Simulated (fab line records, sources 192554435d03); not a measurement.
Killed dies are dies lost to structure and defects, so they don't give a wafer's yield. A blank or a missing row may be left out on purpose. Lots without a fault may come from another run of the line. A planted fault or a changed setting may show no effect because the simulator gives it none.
One fault seen from 2 desks | flow n5_finfet | each desk has only its own numbers; what lay behind them comes last

THE METROLOGY DESK
What the gauges read, lot by lot, whatever tool the lot ran on: means of the sampled wafers that have a number. A lot is out of limits, marked OUT, if its mean lies more than 4 standard deviations from the usual mean; the brackets give that distance.
Columns: A = M14_THK at N5_BEOL_M14_THK_MEAS_50, usual 563 nm; B = M14_RS at N5_BEOL_M14_RS_MEAS_54, usual 0.0339 ohm/sq
lot  | first seen here | A   | B
L232 | day 11 14:21    | 552 | 0.0343
L234 | day 12 07:17    | 560 | 0.0338
L236 | day 13 13:19    | 553 | 0.0341
L244 | day 14 22:23    | 551 | 0.0348
L252 | day 17 01:11    | 572 | 0.0339
L254 | day 17 18:24    | 565 | 0.0343
This desk's finding: nothing out of limits on any of the 6 lots.

THE TOOL OWNER'S DESK: pecvd-03
The tool's own readings at N5_BEOL_M14_DEP_53 (deposits SiCN from 3MS/NH3, target thk 50 nm, time 17.8 s): means of the sampled wafers that have a number, for each lot that ran on this tool. A lot is out of limits, marked OUT, if its mean lies more than 4 standard deviations from the usual mean; the brackets give that distance.
Columns: A = showerhead_plenum_p_Torr at N5_BEOL_M14_DEP_53, usual 4.171 Torr; B = throttle_valve_pct at N5_BEOL_M14_DEP_53, usual 17.5 %
lot  | first seen here | A     | B
L232 | day 11 14:25    | 4.174 | 17.5
L234 | day 12 07:22    | 4.177 | 18.0
L236 | day 13 13:22    | 4.188 | 17.5
This desk's finding: nothing out of limits on any of the 3 lots.

PUT TOGETHER
The metrology desk saw nothing out of limits.
The tool owner's desk saw nothing out of limits.

WHAT THE SIMULATOR HAD PUT IN
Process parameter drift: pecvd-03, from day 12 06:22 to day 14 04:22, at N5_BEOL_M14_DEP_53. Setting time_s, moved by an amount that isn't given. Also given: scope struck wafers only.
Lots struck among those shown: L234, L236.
